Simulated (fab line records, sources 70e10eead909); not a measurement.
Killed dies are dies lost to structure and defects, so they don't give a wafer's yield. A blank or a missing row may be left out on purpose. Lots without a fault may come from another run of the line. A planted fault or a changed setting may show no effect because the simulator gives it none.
Chamber matching | flow nand_harc | NHARC_P_M1_PRE_CLEAN_32 on pecvd-04: 3 sister chambers
The step time 12 s. 6 wafers are shown with their chamber, then 10 later ones without.

WAFERS WITH THEIR CHAMBER
wafer  | chamber | heater_power_w (W)
L084.2 | 1       | 647
L084.6 | 1       | 636
L086.5 | 2       | 624
L086.6 | 0       | 579
L087.1 | 2       | 596
L087.5 | 0       | 579

WAFERS WITHOUT THEIR CHAMBER
wafer  | heater_power_w (W)
L087.6 | 591
L091.1 | 544
L091.3 | 626
L091.4 | 561
L092.2 | 539
L092.3 | 593
L092.4 | 590
L094.1 | 495
L094.4 | 563
L094.6 | 500

WHICH CHAMBER EACH WENT THROUGH
wafer  | from the rows above     | in truth
L087.6 | can't be placed: 0 or 2 | 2
L091.1 | 0                       | 0
L091.3 | can't be placed: 1 or 2 | 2
L091.4 | 0                       | 0
L092.2 | 0                       | 0
L092.3 | can't be placed: 0 or 2 | 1
L092.4 | can't be placed: 0 or 2 | 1
L094.1 | 0                       | 0
L094.4 | 0                       | 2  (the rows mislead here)
L094.6 | 0                       | 0
Placed correctly: 5 of 10. Can't be placed from these rows: 4 (the true chamber is among the candidates in 2). Placed wrongly: 1.
How it was worked out, from the rows above alone: a wafer's distance from a chamber is the root of the sum, over the readings, of the square of ((its reading less the chamber's mean) divided by the reading's scatter). The wafer belongs to the nearest chamber; if the next one is less than 2 further off, it can't be placed. A chamber's mean is the mean of its shown wafers. The scatter: the root of (the sum of the squares of (reading less its chamber's mean) over the shown wafers, divided by (wafers less chambers)).
